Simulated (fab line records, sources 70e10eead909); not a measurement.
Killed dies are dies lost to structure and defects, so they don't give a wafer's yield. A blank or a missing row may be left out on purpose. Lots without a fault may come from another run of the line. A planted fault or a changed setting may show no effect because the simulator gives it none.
Chamber matching | flow nand_harc | NHARC_A_WL_FILL_ALD_19 on ald_metal-01: 4 sister chambers
The step deposits TiN, target thk 2 nm, pulse time 3 s, ald cycles 100. 8 wafers are shown with their chamber, then 11 later ones without.

WAFERS WITH THEIR CHAMBER
wafer  | chamber | heater_power_w (W) | precursor_pulse_height_rel
L081.4 | 0       | 1096               | 1.000
L081.5 | 0       | 1053               | 0.987
L086.2 | 1       | 1073               | 1.027
L086.6 | 3       | 1000               | 1.015
L088.3 | 2       | 1024               | 0.998
L088.5 | 1       | 1092               | 1.006
L088.6 | 2       | 1051               | 1.035
L091.2 | 3       | 1005               | 1.012

WAFERS WITHOUT THEIR CHAMBER
wafer  | heater_power_w (W) | precursor_pulse_height_rel
L091.3 | 1058               | 0.957
L091.6 | 1030               | 1.050
L093.3 | 1072               | 0.993
L093.5 | 1105               | 0.960
L093.6 | 1030               | 0.988
L095.1 | 1098               | 0.996
L095.4 | 1005               | 0.991
L095.5 | 1016               | 0.998
L097.1 | 1054               | 1.012
L097.3 | 967                | 0.963
L097.4 | 1084               | 1.006

WHICH CHAMBER EACH WENT THROUGH
wafer  | from the rows above               | in truth
L091.3 | can't be placed: 0 or 2 or 1      | 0
L091.6 | can't be placed: 2 or 3 or 1      | 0
L093.3 | can't be placed: 0 or 1           | 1
L093.5 | can't be placed: 0 or 1           | 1
L093.6 | can't be placed: 2 or 3 or 0 or 1 | 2
L095.1 | can't be placed: 0 or 1           | 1
L095.4 | can't be placed: 3 or 2           | 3
L095.5 | can't be placed: 3 or 2 or 0      | 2
L097.1 | can't be placed: 2 or 1 or 0 or 3 | 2
L097.3 | can't be placed: 3 or 2           | 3
L097.4 | can't be placed: 1 or 0 or 2      | 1
Placed correctly: 0 of 11. Can't be placed from these rows: 11 (the true chamber is among the candidates in 10). Placed wrongly: 0.
How it was worked out, from the rows above alone: a wafer's distance from a chamber is the root of the sum, over the readings, of the square of ((its reading less the chamber's mean) divided by the reading's scatter). The wafer belongs to the nearest chamber; if the next one is less than 2 further off, it can't be placed. A chamber's mean is the mean of its shown wafers. The scatter: the root of (the sum of the squares of (reading less its chamber's mean) over the shown wafers, divided by (wafers less chambers)).
